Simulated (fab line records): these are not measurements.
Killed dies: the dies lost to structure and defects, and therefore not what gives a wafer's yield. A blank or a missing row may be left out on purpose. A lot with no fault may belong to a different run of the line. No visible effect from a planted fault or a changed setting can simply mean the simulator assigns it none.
Matching of chambers + flow nand_harc + 4 sister chambers for NHARC_P_CONTACT_CMP_24 on cmp-03
The step polishes, t overpolish 30 s, target thk 200 nm. 7 wafers are shown with their chamber, then 7 later ones without.

## EACH WAFER AND ITS CHAMBER
| wafer  | chamber | motor_current_A (A) | time_to_endpoint_s (s) |
|--------|---------|---------------------|------------------------|
| L497.5 | 0       | 13.0                | 40.4                   |
| L500.3 | 3       | 12.9                | 38.7                   |
| L500.5 | 3       | 13.2                | 39.6                   |
| L501.5 | 1       | 13.1                | 43.4                   |
| L501.6 | 2       | 11.3                | 35.7                   |
| L502.1 | 0       | 13.1                | 40.4                   |
| L502.5 | 2       | 11.6                | 38.2                   |

## WAFERS WHOSE CHAMBER IS MISSING
| wafer  | motor_current_A (A) | time_to_endpoint_s (s) |
|--------|---------------------|------------------------|
| L502.6 | 12.8                | 42.5                   |
| L504.1 | 12.7                | 44.5                   |
| L504.3 | 11.4                | 36.5                   |
| L504.5 | 13.5                | 40.7                   |
| L506.1 | 12.3                | 41.2                   |
| L506.3 | 11.1                | 35.0                   |
| L506.5 | 12.8                | 35.7                   |

## THE CHAMBER EACH PASSED THROUGH
| wafer  | from the rows above               | in truth |
|--------|-----------------------------------|----------|
| L502.6 | can't be placed: 1 or 0 or 3      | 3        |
| L504.1 | can't be placed: 1 or 0           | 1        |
| L504.3 | 2                                 | 2        |
| L504.5 | can't be placed: 0 or 3 or 1      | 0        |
| L506.1 | can't be placed: 0 or 3 or 1 or 2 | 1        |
| L506.3 | 2                                 | 2        |
| L506.5 | can't be placed: 3 or 0           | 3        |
Correct placement for 2 of the 7. Unplaceable from these rows: 5, with the true chamber sitting among the candidates in 5. Placed wrongly: 0.
How it was worked out, from the rows above alone: a wafer's distance from a chamber is the root of the sum, over the readings, of the square of ((its reading less the chamber's mean) divided by the reading's scatter). If the next closest chamber is less than 2 further off than the closest, the wafer can't be placed; otherwise it belongs to the closest. For every chamber, the mean is computed from those of its wafers that are shown. The scatter is the square root of a quotient: the sum, over the shown wafers, of each reading's squared deviation from its chamber's mean, divided by wafers minus chambers.
